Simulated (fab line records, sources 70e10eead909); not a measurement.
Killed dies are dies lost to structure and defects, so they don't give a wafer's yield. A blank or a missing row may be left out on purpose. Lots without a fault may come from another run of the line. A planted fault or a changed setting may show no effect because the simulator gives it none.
Which tool did it? | flow nand_harc | 24 lots, 72 wafers sampled, at 2 steps of a route of 1159

WHAT THE GAUGES READ, wafer by wafer
NHARC_P_CONTACT_CD_MEAS_12: target cd 90 nm. Usual: cd_nm 90.0 nm, standard deviation 0.57.
lot  | measured     | on        | cd_nm (nm)     | flag
L074 | day 5 13:36  | cd_sem-03 | 90.1 90.1 91.2 |
L075 | day 5 14:16  | cd_sem-01 | 89.4 91.0 90.7 |
L077 | day 6 06:09  | cd_sem-01 | 89.2 89.3 90.4 |
L076 | day 6 06:37  | cd_sem-01 | 90.0 89.5 89.9 |
L078 | day 6 09:16  | cd_sem-02 | 90.5 91.2 90.4 |
L080 | day 6 17:52  | cd_sem-02 | 90.4 90.0 90.5 |
L079 | day 6 18:13  | cd_sem-03 | 90.1 90.4 89.8 |
L081 | day 7 11:06  | cd_sem-01 | 91.4 91.1 91.2 |
L082 | day 7 18:25  | cd_sem-03 | 90.8 90.4 90.1 |
L083 | day 8 00:46  | cd_sem-02 | 89.8 89.8 90.6 |
L084 | day 8 05:18  | cd_sem-03 | 90.0 89.7 89.5 |
L085 | day 8 06:04  | cd_sem-03 | 90.2 89.9 89.6 |
L086 | day 8 20:58  | cd_sem-01 | 89.6 90.0 89.9 |
L087 | day 8 21:46  | cd_sem-03 | 89.2 89.4 89.9 |
L089 | day 9 00:41  | cd_sem-03 | 89.6 91.9 90.1 |
L088 | day 9 05:21  | cd_sem-01 | 89.3 89.6 89.7 |
L090 | day 9 13:50  | cd_sem-01 | 90.0 90.3 90.0 |
L091 | day 9 14:16  | cd_sem-02 | 90.2 89.2 90.1 |
L092 | day 10 05:33 | cd_sem-03 | 90.1 88.9 89.3 |
L093 | day 10 15:44 | cd_sem-02 | 90.3 89.7 90.1 |
L094 | day 10 15:53 | cd_sem-02 | 90.6 90.2 90.4 |
L095 | day 10 21:09 | cd_sem-02 | 89.9 89.1 88.7 |
L096 | day 10 22:03 | cd_sem-02 | 89.3 90.1 89.9 |
L097 | day 11 07:46 | cd_sem-02 | 90.1 89.6 90.8 |

WHICH TOOL RAN EACH LOT (tool, then ch and the chambers of the sampled wafers, then the start)
lot  | NHARC_P_CONTACT_DEP_30
L074 | pecvd-03 ch 0,1, day 5 12:08
L075 | pecvd-01 ch 0,1,2, day 5 12:50
L077 | pecvd-04 ch 0,2, day 6 04:40
L076 | pecvd-01 ch 0,1, day 6 05:03
L078 | pecvd-04 ch 0,2, day 6 07:45
L080 | pecvd-04 ch 0,1,2, day 6 16:23
L079 | pecvd-03 ch 1,2, day 6 16:40
L081 | pecvd-04 ch 0,1, day 7 09:34
L082 | pecvd-04 ch 1,2, day 7 17:00
L083 | pecvd-03 ch 0,1,2, day 7 23:13
L084 | pecvd-03 ch 0,2, day 8 03:46
L085 | pecvd-04 ch 1,2, day 8 04:32
L086 | pecvd-03 ch 0,2, day 8 19:35
L087 | pecvd-01 ch 0,1,2, day 8 20:20
L089 | pecvd-01 ch 1,2, day 8 23:16
L088 | pecvd-03 ch 0,1,2, day 9 03:49
L090 | pecvd-03 ch 0,2, day 9 12:25
L091 | pecvd-01 ch 0,1,2, day 9 12:44
L092 | pecvd-03 ch 0,1, day 10 04:08
L093 | pecvd-01 ch 1,2, day 10 14:13
L094 | pecvd-04 ch 0,1,2, day 10 14:14
L095 | pecvd-04 ch 0,1,2, day 10 19:37
L096 | pecvd-01 ch 0,1,2, day 10 20:41
L097 | pecvd-03 ch 0,1,2, day 11 06:14
- NHARC_P_CONTACT_DEP_30: deposits SiNx, target thk 30 nm.

WHAT THE TOOLS THEMSELVES READ (means of the sampled wafers that have a number; where no wafer has one, the mark that the record gives instead)
NHARC_P_CONTACT_DEP_30. Usual: heater_power_w 709 W, standard deviation 54.
lot  | tool     | heater_power_w (W) | flag
L074 | pecvd-03 | 764                |
L075 | pecvd-01 | 685                |
L077 | pecvd-04 | 745                |
L076 | pecvd-01 | 683                |
L078 | pecvd-04 | 673                |
L080 | pecvd-04 | 705                |
L079 | pecvd-03 | 766                |
L081 | pecvd-04 | 704                |
L082 | pecvd-04 | 740                |
L083 | pecvd-03 | 743                |
L084 | pecvd-03 | 654                |
L085 | pecvd-04 | 656                |
L086 | pecvd-03 | 689                |
L087 | pecvd-01 | 694                |
L089 | pecvd-01 | 736                |
L088 | pecvd-03 | 677                |
L090 | pecvd-03 | 738                |
L091 | pecvd-01 | 697                |
L092 | pecvd-03 | 750                |
L093 | pecvd-01 | 736                |
L094 | pecvd-04 | 708                |
L095 | pecvd-04 | 671                |
L096 | pecvd-01 | 744                |
L097 | pecvd-03 | 688                |

THE ANSWER, worked out from the rows above alone
Rule: a lot is off if the mean of its wafers that have a number lies more than 3 standard deviations from the usual mean. A lot without any number at a reading at which 4 lots or more have one is off too. The other lots that the step has rows for count as sound. The gauges are gone through in route order, then the tools' own readings, and for those a lot's mean is taken as printed above. The first step at which some lot is off is used, and at that step the reading that is off furthest; a lot without a number counts as furthest.
No lot is off at any reading shown: from this, nothing can be told.

WHAT THE SIMULATOR HAD PUT IN
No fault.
